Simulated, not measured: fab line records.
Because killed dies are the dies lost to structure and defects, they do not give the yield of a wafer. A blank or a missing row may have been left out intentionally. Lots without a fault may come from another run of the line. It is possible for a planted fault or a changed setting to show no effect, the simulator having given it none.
fab line records | flow n5_finfet
[record] lots = 7 wafers = 21
route steps=1938 shown BEOL_M5@1160 BEOL_M6@1194 BEOL_M7@1270
start_h: hours from the record's opening day to when the first of the lot's shown wafers began | wait_h: time in hours since the lot's previous step | " repeats the value in the row above | L1.1+2: one row covering several wafers at once | - value missing, or start not given | * or withheld: withheld | < > ~ a bound
route shown NAME@n: names a module that has steps shown in the file, with the first one's number in the route | usual: average and standard deviation across the fault-free wafers | same: alike in all rows | chamber/n: place in a boat | sites: readings site by site | _std_site: their standard deviation | _edge_site: inner sites' mean taken away from outer sites' mean | radius_mm: how far each site lies from the wafer's centre | mask NAME#n: copy n | behind: tool/chamber where the wafer was last shaped | hold: what put the lot on hold/how long, in hours/how the hold closed | device: which transistor (n, p or np) failed to switch | end of line: the tests these same wafers got at the end of their route | where a step has no rows: the recipe by itself | killed: dies that structure and defects cost at the first sort, which is not the same as the wafer's yield | map: a wafer's dies, marking killed ones x, the rest . and places with no die _
set.NAME: the setting that was run; set.NAME@STEP: the one run at that earlier step | model.NAME: the simulator's own value behind a step, which no gauge read
lots with deliberately changed settings; one table per step, one row per wafer
[[steps]]
[step N5_BEOL_M5_TRENCH_ETCH_37]
[recipe] chemistry = C4F6/O2 target_depth_a = 716.52 target = SiCOH_lowk time_s = 24.7 ion_energy_ev = 250 pressure_mtorr = 30 source_w = 345 bias_w = 185 Ar_flow_sccm = 300 C4F6_flow_sccm = 10 O2_flow_sccm = 10
// columns lot.wafer tool chamber start_h wait_h set.time_s model.BEOL_M5.feature_depth_nm model.etch.depth_nm
L076.1 rie_diel-03 3 - - 28.7 87.2 87.22
L076.3 " 2 " " 24.7 72.4 72.45
L076.5 " 3 " " 28.7 86.4 86.35
L080.1 rie_diel-02 0 - - 24.7 73.6 73.6
L080.3 " 2 " " 24.7 71.4 71.47
L080.6 " 2 " " 24.7 72.2 72.25
L081.3 rie_diel-02 3 - - 24.7 70.6 70.54
L081.4 " 0 " " 28.77 85.6 85.55
L081.6 " 0 " " 24.7 73.6 73.64
L083.2 rie_diel-03 0 - - 27.32 78.6 78.65
L083.4 " 2 " " 27.32 78.6 78.56
L083.5 " 1 " " 24.7 70.4 70.3
L096.2 rie_diel-03 3 - - 24.7 73 72.97
L096.4 " 2 " " 24.7 70.8 70.89
L096.6 " 0 " " 24.7 71.4 71.4
L095.1 rie_diel-02 0 - - 24.7 73 72.94
L095.3 " 2 " " 24.7 71.2 71.12
L095.4 " 0 " " 24.7 73.2 73.24
L097.1 rie_diel-01 3 - - 24.7 72.6 72.64
L097.3 " 0 " " 24.7 70.6 70.52
L097.6 " 3 " " 24.7 72.8 72.88
[step N5_BEOL_M5_ETCH_41]
[recipe] chemistry = CH3F/O2 target = SiCN target_depth_a = 315 taper_deg = 2 time_s = 56.7 ion_energy_ev = 120 mask_material = TiN pressure_mtorr = 30 source_w = 395 bias_w = 75 Ar_flow_sccm = 150 CH3F_flow_sccm = 30 O2_flow_sccm = 20
[step N5_BEOL_M5_STRIP_91]
[recipe] chemistry = N2/H2 time_s = 10 power_w = 450 temp_c = 40 pressure_mtorr = 20 rf_frequency_hz = 6e+07 bias_power_w = 7 n2_flow_sccm = 200 h2_flow_sccm = 200
[step N5_BEOL_M5_OCD_MEAS_38]
[usual] trench_depth_nm = 71.8/1.3
// columns lot.wafer tool chamber start_h wait_h set.time_s@BEOL_M5_TRENCH_ETCH_37 trench_depth_nm
L076.1 ocd-02 - 185.97 - 28.7 87.6
L076.3 " - " " 24.7 72.3
L076.5 " - " " 28.7 86.8
L080.1 ocd-01 - 216.85 - 24.7 74.0
L080.3 " - " " 24.7 71.9
L080.6 " - " " 24.7 72.8
L081.3 ocd-01 - 217.29 - 24.7 70.4
L081.4 " - " " 28.77 85.9
L081.6 " - " " 24.7 73.9
L083.2 ocd-01 - 236.75 - 27.32 78.5
L083.4 " - " " 27.32 78.5
L083.5 " - " " 24.7 70.0
L096.2 ocd-02 - 337.29 - 24.7 73.1
L096.4 " - " " 24.7 70.9
L096.6 " - " " 24.7 71.0
L095.1 ocd-01 - 337.58 - 24.7 72.9
L095.3 " - " " 24.7 71.3
L095.4 " - " " 24.7 73.2
L097.1 ocd-02 - 340.77 - 24.7 72.8
L097.3 " - " " 24.7 70.1
L097.6 " - " " 24.7 72.9
[step N5_BEOL_M5_HM_STRIP_39]
[recipe] chemistry = peroxide_tin_strip material = TiN target_depth_a = 250 temp_c = 50 time_s = 158
[step N5_BEOL_M5_SRD_40]
[recipe] time_s = 30 temp_c = 23 rinse_liquid = diw dry = ipa_marangoni
[step N5_BEOL_M5_ECD_50]
[recipe] material = Cu target_thk_a = 3000
[step N5_BEOL_M5_ANNEAL_51]
[recipe] temp_c = 225 time_s = 90 ambient = N2
[step N5_BEOL_M5_CMP_52]
[recipe] stop_on = SiCOH_lowk t_overpolish_s = 6.9 down_force_psi = 1 platen_rpm = 50 clearing_platen_down_force_psi = 1.5 clearing_platen_rpm = 50 post_cmp_clean = cu_alkaline target_thk_nm = 62 clearing_platen_pad_velocity_m_s = 0.99484 pad_velocity_m_s = 0.99484
// columns lot.wafer tool chamber start_h wait_h set.time_s@BEOL_M5_TRENCH_ETCH_37 model.Cu_of_BEOL_M5_ECD_50.thk_nm
L076.1 cmp-01 3 192.23 0.3 28.7 78.4
L076.3 " 0 " " 24.7 62.4
L076.5 " 2 " " 28.7 77
L080.3 cmp-01 3 223.36 0.2 24.7 61.2
L080.1 " 2 " " 24.7 62.2
L080.6 " 3 " " 24.7 62.8
L081.4 cmp-01 3 225.28 0.3 28.77 75.2
L081.3 " 1 " " 24.7 62
L081.6 " 2 " " 24.7 64
L083.4+2 cmp-01 3,1 244.40 0.2 27.32 68.8
L083.5 " 3 " " 24.7 60.6
L096.4 cmp-01 1 343.90 0.2 24.7 63
L096.2 " 2 " " 24.7 64.6
L096.6 " 0 " " 24.7 62
L095.1 cmp-01 3 344.48 0.3 24.7 64.6
L095.4 " 0 " " 24.7 63.4
L095.3 " 2 " " 24.7 59.6
L097.3 cmp-01 2 347.92 0.2 24.7 59.6
L097.1 " 0 " " 24.7 63
L097.6 " 3 " " 24.7 63.4
[step N5_BEOL_M5_THK_MEAS_53]
[recipe] thk_meas_gauge = xrf reads = Cu_of_BEOL_M5_ECD_50
[usual] M5_THK = 62.0/1.9
// columns lot.wafer tool chamber start_h wait_h set.time_s@BEOL_M5_TRENCH_ETCH_37 M5_THK[nm]
L076.1 film_metro-02 - 192.48 - 28.7 78.9
L076.3 " - " " 24.7 62.5
L076.5 " - " " 28.7 77.0
L080.1 film_metro-01 - 223.65 - 24.7 61.8
L080.3 " - " " 24.7 61.2
L080.6 " - " " 24.7 62.9
L081.3 film_metro-02 - 225.54 - 24.7 61.3
L081.4 " - " " 28.77 74.2
L081.6 " - " " 24.7 63.5
L083.2 film_metro-01 - 244.66 - 27.32 68.5
L083.4 " - " " 27.32 68.7
L083.5 " - " " 24.7 60.4
L096.2 film_metro-01 - 344.12 - 24.7 63.9
L096.4 " - " " 24.7 62.3
L096.6 " - " " 24.7 61.3
L095.1 film_metro-02 - 344.78 - 24.7 65.0
L095.3 " - " " 24.7 60.1
L095.4 " - " " 24.7 63.7
L097.1 film_metro-01 - 348.21 - 24.7 63.0
L097.3 " - " " 24.7 59.4
L097.6 " - " " 24.7 63.3
[step N5_BEOL_M5_PRE_CLEAN_77]
[recipe] gas = NH3/H2 time_s = 15 temp_c = * rf_power_w = 300
[step N5_BEOL_M5_CO_CAP_78]
[recipe] material = Co target_thk_a = 20 temp_c = 200 precursor = CCTBA/H2 pressure_torr = 30 time_s = 102.1
[step N5_BEOL_M5_PRE_CLEAN_55]
[recipe] gas = NH3 time_s = 15 temp_c = withheld rf_power_w = 300
[step N5_BEOL_M5_DEP_56]
[recipe] material = SiCN target_thk_a = 80 temp_c = withheld precursor = 3MS/NH3 pressure_torr = 3 rf_w = 202 time_s = 14
[step N5_BEOL_M5_RS_MEAS_57]
[recipe] thk_meas_gauge = four-point-probe reads = Co_of_BEOL_M5_CO_CAP_78+Cu_of_BEOL_M5_ECD_50+Co_of_BEOL_M5_CVD_47+TaN_of_BEOL_M5_ALD_86
[usual] M5_RS = 0.387/0.014
// columns lot.wafer tool chamber start_h wait_h set.time_s@BEOL_M5_TRENCH_ETCH_37 M5_RS[ohm/sq]
L076.1 film_metro-02 - 192.75 0.0 28.7 0.292
L076.3 " - " " 24.7 0.383
L076.5 " - " " 28.7 0.299
L080.1 film_metro-02 - 224.10 0.1 24.7 0.386
L080.3 " - " " 24.7 0.392
L080.6 " - " " 24.7 0.381
L081.3 film_metro-02 - 225.81 0.1 24.7 0.387
L081.4 " - " " 28.77 0.307
L081.6 " - " " 24.7 0.371
L083.2 film_metro-01 - 245.03 0.1 27.32 0.341
L083.4 " - " " 27.32 0.340
L083.5 " - " " 24.7 0.398
L096.2 film_metro-01 - 344.38 0.1 24.7 0.367
L096.4 " - " " 24.7 0.380
L096.6 " - " " 24.7 0.386
L095.1 film_metro-01 - 345.09 0.0 24.7 0.367
L095.3 " - " " 24.7 0.406
L095.4 " - " " 24.7 0.377
L097.1 film_metro-01 - 348.48 0.0 24.7 0.380
L097.3 " - " " 24.7 0.406
L097.6 " - " " 24.7 0.377
[step N5_BEOL_M6_ILD_DEP_00]
[recipe] material = SiCOH_lowk target_thk_a = 1797.5 temp_c = 300 precursor = DEMS/porogen pressure_torr = 5 rf_w = 500 time_s = 33.4
// columns lot.wafer tool chamber start_h wait_h set.time_s model.SiCOH_lowk_of_BEOL_M6_ILD_DEP_00.thk_nm
L076.1 pecvd-01 0 192.81 0.0 33.4 180.4
L076.3 " 1 " " 33.4 177
L076.5 " 0 " " 33.4 181.8
L080.1 pecvd-01 0 224.16 0.0 33.4 181.2
L080.3 " 0 " " 33.4 181.6
L080.6 " 0 " " 33.4 183.2
L081.3 pecvd-03 1 225.89 0.1 33.4 184.2
L081.4 " 0 " " 33.4 180.8
L081.6 " 0 " " 33.4 183.4
L083.2 pecvd-03 1 245.21 0.0 33.4 179.4
L083.4 " 0 " " 33.4 181.2
L083.5 " 1 " " 30.35 164.2
L096.2 pecvd-01 2 344.44 0.0 33.4 177.4
L096.4 " 2 " " 30.94 170.2
L096.6 " 0 " " 30.94 167.6
L095.1 pecvd-01 0 345.15 0.0 33.4 179.8
L095.3 " 1 " " 33.4 176.8
L095.4 " 1 " " 33.4 182.2
L097.1 pecvd-01 0 348.55 0.0 29.45 157.6
L097.3 " 2 " " 33.4 178.2
L097.6 " 2 " " 33.4 179.8
[step N5_BEOL_M6_CURE_74]
[recipe] temp_c = 385 time_s = 240 ambient = He/Ar material = SiCOH_lowk
// columns lot.wafer tool chamber start_h wait_h set.time_s@BEOL_M6_ILD_DEP_00 model.SiCOH_lowk_of_BEOL_M6_ILD_DEP_00.thk_nm
L076.1 uv_cure-03 1 192.87 0.0 33.4 155.6
L076.3 " 1 " " 33.4 152.6
L076.5 " 1 " " 33.4 156.8
L080.1 uv_cure-03 0 224.75 0.6 33.4 156.2
L080.3 " 0 " " 33.4 156.6
L080.6 " 0 " " 33.4 158
L081.3 uv_cure-03 2 226.35 0.4 33.4 158.8
L081.4 " 2 " " 33.4 156
L081.6 " 2 " " 33.4 158.2
L083.2 uv_cure-02 1 245.37 0.1 33.4 154.6
L083.4 " 1 " " 33.4 156.2
L083.5 " 1 " " 30.35 141.4
L096.2 uv_cure-02 2 344.67 0.2 33.4 153
L096.4 " 2 " " 30.94 146.6
L096.6 " 2 " " 30.94 144.4
L095.1 uv_cure-01 0 345.22 0.0 33.4 155
L095.3 " 0 " " 33.4 152.4
L095.4 " 0 " " 33.4 157
L097.1 uv_cure-01 1 348.61 0.0 29.45 135.8
L097.3 " 1 " " 33.4 153.8
L097.6 " 1 " " 33.4 155
[step N5_BEOL_M6_THK_MEAS_01]
[recipe] reads = SiCOH_lowk_of_BEOL_M6_ILD_DEP_00
[usual] M6_ILD_THK = 155.3/1.8
// columns lot.wafer tool chamber start_h wait_h set.time_s@BEOL_M6_ILD_DEP_00 M6_ILD_THK[nm]
L076.1 film_metro-01 - 193.38 0.4 33.4 155.6
L076.3 " - " " 33.4 152.6
L076.5 " - " " 33.4 156.9
L080.1 film_metro-01 - 225.26 0.4 33.4 156.2
L080.3 " - " " 33.4 156.7
L080.6 " - " " 33.4 158.0
L081.3 film_metro-02 - 226.70 0.3 33.4 158.9
L081.4 " - " " 33.4 156.1
L081.6 " - " " 33.4 158.0
L083.2 film_metro-02 - 245.81 0.4 33.4 154.7
L083.4 " - " " 33.4 156.2
L083.5 " - " " 30.35 141.4
L096.2 film_metro-02 - 345.50 0.7 33.4 153.0
L096.4 " - " " 30.94 146.7
L096.6 " - " " 30.94 144.4
L095.1 film_metro-02 - 345.73 0.4 33.4 155.1
L095.3 " - " " 33.4 152.4
L095.4 " - " " 33.4 157.0
L097.1 film_metro-02 - 349.12 0.4 29.45 135.8
L097.3 " - " " 33.4 153.8
L097.6 " - " " 33.4 155.0
[step N5_BEOL_M6_HM_DEP_02]
[recipe] material = TiN target_thk_a = 200 temp_c = 25 chamber_pressure_pa = 0.49996
// columns lot.wafer tool chamber start_h wait_h set.target_thk_a model.TiN_of_BEOL_M6_HM_DEP_02.thk_nm
L076.1+3 pvd_sputter-03 - 193.77 0.3 200 20.2
L076.5 " - " " 200 19.8
L080.1+3 pvd_sputter-02 - 225.96 0.6 225.5 22.8
L080.6 " - " " 200 20.4
L081.3 pvd_sputter-01 - 227.62 0.9 192.6 19.6
L081.4 " - " " 192.6 19.4
L081.6 " - " " 192.6 19.2
L083.2+5 pvd_sputter-02 - 247.08 1.2 206.9 21
L083.4 " - " " 200 20.2
L096.2 pvd_sputter-02 - 348.06 2.5 200 19.8
L096.4 " - " " 200 20
L096.6 " - " " 182.3 18
L095.1 pvd_sputter-02 - 348.16 2.4 200 20
L095.3+4 " - " " 200 20.2
L097.1 pvd_sputter-02 - 351.54 2.4 183.9 18.8
L097.3 " - " " 200 20
L097.6 " - " " 200 20.2
[step N5_BEOL_M6_COAT_59]
[recipe] resist = SOC temp_c = 250 time_s = 60 spin_rpm = 1500 resist_thk_nm = 100
[step N5_BEOL_M6_COAT_60]
[recipe] resist = SiARC temp_c = 220 time_s = 60 spin_rpm = 1500 resist_thk_nm = 35
[step N5_BEOL_M6_STRIP_68]
[recipe] chemistry = N2/H2 temp_c = 40 n2_flow_sccm = 200 h2_flow_sccm = 200 rf_frequency_hz = 6e+07
[step N5_BEOL_M6_STRIP_67]
[recipe] chemistry = CF4 resist = SiARC power_w = 300 bias_power_w = 75 pressure_mtorr = 50 cf4_flow_sccm = 150 rf_frequency_hz = 6e+07
[step N5_BEOL_M6_HM_OPEN_17]
[recipe] chemistry = Cl2/BCl3 target_depth_a = 200 overetch_a = 60 target = TiN mask_material = SOC ion_energy_ev = 150 pressure_mtorr = 10 icp_w = 1000 bias_w = 126 Cl2_flow_sccm = 53.25 bcl3_flow_sccm = 21.75 Ar_flow_sccm = 25
// columns lot.wafer tool chamber start_h wait_h set.target_thk_a@BEOL_M6_HM_DEP_02 model.etch.depth_nm
L076.1 rie_metal-01 1 194.63 0.0 200 20.28
L076.3 " 1 " " 200 20.13
L076.5 " 0 " " 200 19.85
L080.1 rie_metal-01 1 228.01 0.0 225.5 22.73
L080.3 " 1 " " 225.5 22.81
L080.6 " 0 " " 200 20.42
L081.3 rie_metal-03 0 228.62 0.1 192.6 19.51
L081.4 " 1 " " 192.6 19.3
L081.6 " 1 " " 192.6 19.18
L083.2 rie_metal-03 0 248.60 0.0 206.9 20.92
L083.4 " 0 " " 200 20.16
L083.5 " 0 " " 206.9 21.01
L096.2 rie_metal-03 0 348.93 0.0 200 19.88
L096.4 " 1 " " 200 20
L096.6 " 0 " " 182.3 18.01
L095.1 rie_metal-03 1 349.09 0.0 200 19.91
L095.3 " 0 " " 200 20.29
L095.4 " 1 " " 200 20.18
L097.1 rie_metal-01 0 352.41 0.0 183.9 18.8
L097.3 " 1 " " 200 20
L097.6 " 1 " " 200 20.17
[step N5_BEOL_M6_STRIP_19]
[recipe] chemistry = O2 power_w = 400 temp_c = 40 pressure_mtorr = 30 rf_frequency_hz = 6e+07 bias_power_w = 0 overash_fraction = 0.2 o2_flow_sccm = 225
[step N5_BEOL_M6_STRIP_76]
[recipe] chemistry = C4F6/O2 resist = SiARC rf_frequency_hz = 6e+07
[step N5_BEOL_M6_STRIP_36]
[recipe] chemistry = N2/H2 power_w = 450 temp_c = 40 pressure_mtorr = 20 rf_frequency_hz = 6e+07 overash_fraction = 0.3 bias_power_w = 7 h2_frac = 0.5 n2_flow_sccm = 200 h2_flow_sccm = 200
[step N5_BEOL_M6_TRENCH_ETCH_37]
[recipe] chemistry = C4F6/O2 target_depth_a = 944.35 target = SiCOH_lowk time_s = 31.5 ion_energy_ev = 250 pressure_mtorr = 30 source_w = 345 bias_w = 185 Ar_flow_sccm = 300 C4F6_flow_sccm = 10 O2_flow_sccm = 10
// columns lot.wafer tool chamber start_h wait_h set.target_thk_a@BEOL_M6_HM_DEP_02 model.TiN_of_BEOL_M6_HM_DEP_02.thk_nm
L076.1 rie_diel-04 1 - - 200 17.6
L076.3 " 3 " " 200 17.4
L076.5 " 1 " " 200 17.2
L080.1+3 rie_diel-04 3,0 - - 225.5 20
L080.6 " 1 " " 200 17.6
L081.3 rie_diel-04 1 - - 192.6 16.8
L081.4 " 3 " " 192.6 16.6
L081.6 " 1 " " 192.6 16.4
L083.2+5 rie_diel-05 0,2 - - 206.9 18.2
L083.4 " 0 " " 200 17.6
L096.2 rie_diel-04 2 - - 200 17
L096.4 " 3 " " 200 17.2
L096.6 " 3 " " 182.3 15.4
L095.1 rie_diel-06 2 - - 200 17.2
L095.3 " 0 " " 200 17.6
L095.4 " 1 " " 200 17.4
L097.1 rie_diel-06 3 - - 183.9 16.2
L097.3+6 " 1,0 " " 200 17.4
[step N5_BEOL_M7_COAT_05]
[recipe] resist = CAR-ArF spin_rpm = 1500 resist_thk_nm = 90
// columns lot.wafer tool chamber start_h wait_h set.spin_rpm model.CAR-ArF_of_BEOL_M7_COAT_05.thk_nm
L076.1+3 litho_track-01 0 - - 1445 92
L076.5 " 0 " " 1500 90.2
L080.1+3 litho_track-01 0 - - 1500 90.4
L080.6 " 0 " " 1500 90
L081.3 litho_track-03 0 - - 1500 90.2
L081.4+6 " 0 " " 1500 90.4
L083.2 litho_track-01 0 - - 1500 90
L083.4 " 0 " " 1374 94.2
L083.5 " 0 " " 1374 93.8
L096.2 litho_track-02 0 - - 1500 89.8
L096.4 " 0 " " 1500 90
L096.6 " 0 " " 1500 90.2
L095.1+4 litho_track-01 0 - - 1500 89.8
L095.3 " 0 " " 1500 90.2
L097.1 litho_track-01 0 - - 1500 90.2
L097.3 " 0 " " 1500 89.8
L097.6 " 0 " " 1667 85.4
[step N5_BEOL_M7_EBR_07]
[recipe] solvent = PGMEA ebr_width_mm = 1.5
[step N5_BEOL_M7_SOFTBAKE_06]
[recipe] temp_c = 110 time_s = 60 resist = CAR-ArF
[step N5_BEOL_M7_EXPOSE_08]
[recipe] mask_id = M7 na = 1.35 source_shape = dipole sigma_inner = 0.817 sigma_outer = 0.97 polarization = te dose_mj = 68.25
[step N5_BEOL_M7_PEB_09]
[recipe] peb_temp_c = withheld peb_time_s = 60 resist = CAR-ArF
[step N5_BEOL_M7_DEVELOP_10]
[recipe] develop_time_s = 30 developer = TMAH resist = CAR-ArF rinse_liquid = diw dry = air_spin dev_temp_c = 23
// columns lot.wafer tool chamber start_h wait_h set.spin_rpm@BEOL_M7_COAT_05 model.CAR-ArF_of_BEOL_M7_COAT_05.thk_nm
L076.1+3 litho_track-03 0 - - 1445 90.2
L076.5 " 0 " " 1500 88.4
L080.1 litho_track-01 0 - - 1500 88.8
L080.3 " 0 " " 1500 88.6
L080.6 " 0 " " 1500 88.4
L081.3 litho_track-01 0 - - 1500 88.4
L081.4+6 " 0 " " 1500 88.6
L083.2 litho_track-03 0 - - 1500 88.2
L083.4 " 0 " " 1374 92.6
L083.5 " 0 " " 1374 92.2
L096.2+4 litho_track-03 0 - - 1500 88.2
L096.6 " 0 " " 1500 88.4
L095.1 litho_track-01 0 - - 1500 88.2
L095.3 " 0 " " 1500 88.4
L095.4 " 0 " " 1500 88
L097.1 litho_track-03 0 - - 1500 88.4
L097.3 " 0 " " 1500 88.2
L097.6 " 0 " " 1667 83.6
[step N5_BEOL_M7_DESCUM_16]
[recipe] chemistry = O2 time_s = 7.9 source_power_w = 50 bias_power_w = 20 pressure_mtorr = 20 rf_frequency_hz = 2.712e+07 temp_c = 40 resist = CAR-ArF o2_flow_sccm = 225
// columns lot.wafer tool chamber start_h wait_h set.spin_rpm@BEOL_M7_COAT_05 model.CAR-ArF_of_BEOL_M7_COAT_05.thk_nm
L076.1+3 rie_diel-01 2,3 204.61 0.6 1445 85.4
L076.5 " 2 " " 1500 83.6
L080.1 rie_diel-03 2 240.81 0.6 1500 84
L080.3 " 3 " " 1500 83.6
L080.6 " 1 " " 1500 83.4
L081.3 rie_diel-01 0 242.49 0.1 1500 83.6
L081.4+6 " 1,2 " " 1500 83.8
L083.2 rie_diel-01 1 254.92 0.0 1500 83.2
L083.4 " 0 " " 1374 87.6
L083.5 " 0 " " 1374 87.4
L096.2 rie_diel-01 2 357.59 0.0 1500 83.2
L096.4 " 3 " " 1500 83.4
L096.6 " 3 " " 1500 83.6
L095.1 rie_diel-02 2 357.75 0.0 1500 83.4
L095.3 " 1 " " 1500 83.6
L095.4 " 0 " " 1500 83.2
L097.1 rie_diel-02 0 361.06 0.3 1500 83.6
L097.3 " 3 " " 1500 83.4
L097.6 " 2 " " 1667 78.8
[step N5_BEOL_M7_ETCH_61]
[recipe] chemistry = CF4 target = SiARC target_depth_a = 455 mask_material = CAR-ArF time_s = 75.8 ion_energy_ev = 80 pressure_mtorr = 40 source_w = 545 bias_w = 36 Ar_flow_sccm = 100 cf4_flow_sccm = 100 ends = cleared
[usual] etch_rf_on_time_s = 75.0/1.4 rf_vpp_V = 184.3/1
// columns lot.wafer tool chamber start_h wait_h set.source_w etch_rf_on_time_s rf_vpp_V
L076.1 rie_diel-01 2 204.64 0.0 507 80.3 188.2
L076.3 " 3 " " 545 74.8 183.5
L076.5 " 2 " " 507 80.1 188.3
L080.1 rie_diel-03 2 240.84 0.0 545 76.6 183.6
L080.3 " 3 " " 545 72.7 184.5
L080.6 " 1 " " 507.9 81.3 188.4
L081.3 rie_diel-01 0 242.52 0.0 473.1 85.8 194.9
L081.4 " 1 " " 473.1 82.6 192.7
L081.6 " 2 " " 545 74.7 184.7
L083.2 rie_diel-01 1 254.96 0.0 545 72.4 184.8
L083.4 " 0 " " 448.7 89.8 197.0
L083.5 " 0 " " 448.7 89.8 195.5
L096.2 rie_diel-01 2 357.62 0.0 614.2 69.4 178.7
L096.4 " 3 " " 545 75.7 184.6
L096.6 " 3 " " 614.2 67.7 176.0
L095.1 rie_diel-02 2 357.79 0.0 545 75.4 183.0
L095.3 " 1 " " 545 73.9 186.1
L095.4 " 0 " " 545 74.1 183.4
L097.1 rie_diel-02 0 361.09 0.0 545 73.3 183.3
L097.3 " 3 " " 545 75.1 186.4
L097.6 " 2 " " 545 75.3 182.9
[[key]]
[split] step = N5_BEOL_M5_TRENCH_ETCH_37 setting = time_s stated = 24.7 by = wafer
[response] step = N5_BEOL_M5_TRENCH_ETCH_37 reading = model.BEOL_M5.feature_depth_nm change = +0.84 per = 1% r = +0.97
[response] step = N5_BEOL_M5_TRENCH_ETCH_37 reading = model.etch.depth_nm change = +0.839 per = 1% r = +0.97
[response] step = N5_BEOL_M5_OCD_MEAS_38 reading = trench_depth_nm change = +0.864 per = 1% r = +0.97
[response] step = N5_BEOL_M5_CMP_52 reading = model.Cu_of_BEOL_M5_ECD_50.thk_nm change = +0.829 per = 1% r = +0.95
[response] step = N5_BEOL_M5_THK_MEAS_53 reading = M5_THK change = +0.82 per = 1% r = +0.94
[response] step = N5_BEOL_M5_RS_MEAS_57 reading = M5_RS change = -0.00496 per = 1% r = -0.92
[split] step = N5_BEOL_M6_ILD_DEP_00 setting = time_s stated = 33.4 by = wafer
[response] step = N5_BEOL_M6_ILD_DEP_00 reading = model.SiCOH_lowk_of_BEOL_M6_ILD_DEP_00.thk_nm change = +1.67 per = 1% r = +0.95
[response] step = N5_BEOL_M6_CURE_74 reading = model.SiCOH_lowk_of_BEOL_M6_ILD_DEP_00.thk_nm change = +1.45 per = 1% r = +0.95
[response] step = N5_BEOL_M6_THK_MEAS_01 reading = M6_ILD_THK change = +1.45 per = 1% r = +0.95
[split] step = N5_BEOL_M6_HM_DEP_02 setting = target_thk_a stated = 200 by = wafer
[response] step = N5_BEOL_M6_HM_DEP_02 reading = model.TiN_of_BEOL_M6_HM_DEP_02.thk_nm change = +0.191 per = 1% r = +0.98
[response] step = N5_BEOL_M6_HM_OPEN_17 reading = model.etch.depth_nm change = +0.189 per = 1% r = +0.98
[response] step = N5_BEOL_M6_TRENCH_ETCH_37 reading = model.TiN_of_BEOL_M6_HM_DEP_02.thk_nm change = +0.181 per = 1% r = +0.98
[split] step = N5_BEOL_M7_COAT_05 setting = spin_rpm stated = 1500 by = wafer
[response] step = N5_BEOL_M7_COAT_05 reading = model.CAR-ArF_of_BEOL_M7_COAT_05.thk_nm change = -0.44 per = 1% r = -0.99
[response] step = N5_BEOL_M7_DEVELOP_10 reading = model.CAR-ArF_of_BEOL_M7_COAT_05.thk_nm change = -0.453 per = 1% r = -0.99
[response] step = N5_BEOL_M7_DESCUM_16 reading = model.CAR-ArF_of_BEOL_M7_COAT_05.thk_nm change = -0.457 per = 1% r = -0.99
[split] step = N5_BEOL_M7_ETCH_61 setting = source_w stated = 545 by = wafer
[response] step = N5_BEOL_M7_ETCH_61 reading = etch_rf_on_time_s change = * per = 1% r = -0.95
[response] step = N5_BEOL_M7_ETCH_61 reading = rf_vpp_V change = -0.642 per = 1% r = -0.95
